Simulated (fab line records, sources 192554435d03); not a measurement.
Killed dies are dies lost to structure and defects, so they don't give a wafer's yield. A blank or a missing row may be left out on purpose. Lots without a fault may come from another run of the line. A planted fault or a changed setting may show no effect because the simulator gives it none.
Split-lot experiment | flow n5_finfet | 7 lots, 39 wafers read, on a route of 1938 steps

THE SPLIT
At N5_MOL_CONTACT_COAG_ALD_133 (deposits SiO2, target thk 5 nm, pulse time 1 s, co reactant pulse time 1 s), the setting ald_cycles was moved away from the recipe's 35 on 15 of the 39 wafers read, by -28.6% to +60.0%. The other wafers ran this setting at the recipe's value.

The reading is taken at the split's own step.

THE READING
SiO2_of_MOL_CONTACT_COAG_ALD_133.thk_nm (the simulator's own value, which no gauge read), in nm, at N5_MOL_CONTACT_COAG_ALD_133 (deposits SiO2, target thk 5 nm, pulse time 1 s, co reactant pulse time 1 s). The file gives no usual value for it.

wafer  | tool, chamber at the split | ald_cycles as run | against the recipe | SiO2_of_MOL_CONTACT_COAG_ALD_133.thk_nm, nm | against lot-mates on the recipe
L075.1 | ald_sin-03, 3,2,1          | 56                | +60.0%             | 8                                           | +3.0
L075.2 | ald_sin-03, 3,2,1          | 56                | +60.0%             | 8                                           | +3.0
L075.3 | ald_sin-03, 3,2,1          | 56                | +60.0%             | 8                                           | +3.0
L075.4 | ald_sin-03, 0,2,3          | 35                | recipe             | 5                                           | -
L075.5 | ald_sin-03, 0,2,3          | 35                | recipe             | 5                                           | -
L075.6 | ald_sin-03, 0,2,3          | 35                | recipe             | 5                                           | -
L079.1 | ald_sin-03, 3,2,0          | 35                | recipe             | 5                                           | -
L079.3 | ald_sin-03, 3,2,0          | 35                | recipe             | 5                                           | -
L079.5 | ald_sin-03, 3,2,0          | 35                | recipe             | 5                                           | -
L079.2 | ald_sin-03, 0,1,3          | 45                | +28.6%             | 6.4                                         | +1.4
L079.4 | ald_sin-03, 0,1,3          | 45                | +28.6%             | 6.4                                         | +1.4
L079.6 | ald_sin-03, 0,1,3          | 45                | +28.6%             | 6.4                                         | +1.4
L085.1 | ald_sin-02, 1,0,2,3,3,0    | 35                | recipe             | 5                                           | -
L085.2 | ald_sin-02, 1,0,2,3,3,0    | 35                | recipe             | 5                                           | -
L085.3 | ald_sin-02, 1,0,2,3,3,0    | 35                | recipe             | 5                                           | -
L085.4 | ald_sin-02, 1,0,2,3,3,0    | 35                | recipe             | 5                                           | -
L085.5 | ald_sin-02, 1,0,2,3,3,0    | 35                | recipe             | 5                                           | -
L085.6 | ald_sin-02, 1,0,2,3,3,0    | 35                | recipe             | 5                                           | -
L087.1 | ald_sin-01, 0,2,2          | 35                | recipe             | 5                                           | -
L087.2 | ald_sin-01, 0,2,2          | 35                | recipe             | 5                                           | -
L087.6 | ald_sin-01, 0,2,2          | 35                | recipe             | 5                                           | -
L087.3 | ald_sin-01, 1              | 26                | -25.7%             | 3.8                                         | -1.2
L087.5 | ald_sin-01, 1              | 26                | -25.7%             | 3.8                                         | -1.2
L087.4 | ald_sin-01, 3              | 26                | -25.7%             | 3.6                                         | -1.4
L090.1 | ald_sin-02, 2,1,3          | 35                | recipe             | 5                                           | -
L090.2 | ald_sin-02, 2,1,3          | 35                | recipe             | 5                                           | -
L090.3 | ald_sin-02, 2,1,3          | 35                | recipe             | 5                                           | -
L090.4 | ald_sin-02, 0,2,1          | 25                | -28.6%             | 3.6                                         | -1.4
L090.5 | ald_sin-02, 0,2,1          | 25                | -28.6%             | 3.6                                         | -1.4
L090.6 | ald_sin-02, 0,2,1          | 25                | -28.6%             | 3.6                                         | -1.4
L095.1 | ald_sin-03, 2,1,2          | 35                | recipe             | 5                                           | -
L095.4 | ald_sin-03, 2,1,2          | 35                | recipe             | 5                                           | -
L095.6 | ald_sin-03, 2,1,2          | 35                | recipe             | 5                                           | -
L095.2 | ald_sin-03, 0,3,1          | 43                | +22.9%             | 6.2                                         | +1.2
L095.3 | ald_sin-03, 0,3,1          | 43                | +22.9%             | 6.2                                         | +1.2
L095.5 | ald_sin-03, 0,3,1          | 43                | +22.9%             | 6.2                                         | +1.2
L097.1 | ald_sin-01, 3,2,0          | 35                | recipe             | 5                                           | -
L097.3 | ald_sin-01, 3,2,0          | 35                | recipe             | 5                                           | -
L097.6 | ald_sin-01, 3,2,0          | 35                | recipe             | 5                                           | -
Where a row lists several chambers, the file gives one row for several wafers and doesn't say which wafer went through which chamber.

THE FIT
A straight line over all 39 wafers: SiO2_of_MOL_CONTACT_COAG_ALD_133.thk_nm changes by +0.0498 nm for each +1% of ald_cycles; r = +1.00; the points scatter about the line by 0.033 nm.
The same after taking each lot's own level away (the mean of its wafers on the recipe; 39 wafers): +0.0498 nm for each +1%; r = +1.00; scatter 0.033 nm.
On that fit, the largest move of ald_cycles shifts the reading by 3 nm.
The lots' own levels span 5.00 to 5.00 nm.
So the lot-to-lot level changes the slope little: the two slopes agree.
Check: with one of the wafers moved furthest among these (+60.0%) left out of the fit, the line predicts +2.99 nm for it against its lot-mates. It came out at +3 nm against them.

OTHER SPLITS ON THESE WAFERS
These wafers also went through other splits before the reading. Each is held against what the fit with the lots' levels taken away leaves over:
other split on the same wafers        | wafers away from the commonest value | r with SiO2_of_MOL_CONTACT_COAG_ALD_133.thk_nm (lot level and that fit taken away)
N5_SPACER0_ALD_00 ald_cycles          | 15                                   | +0.24
N5_SD_EPI_N_EPI_21 time_s             | 15                                   | -0.16
N5_MOL_CONTACT_COAG_ALD_27 ald_cycles | 9                                    | -0.04

THE FILE'S OWN FIT
SiO2_of_MOL_CONTACT_COAG_ALD_133.thk_nm changes by +0.0499 nm for each +1% of ald_cycles, r = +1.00.
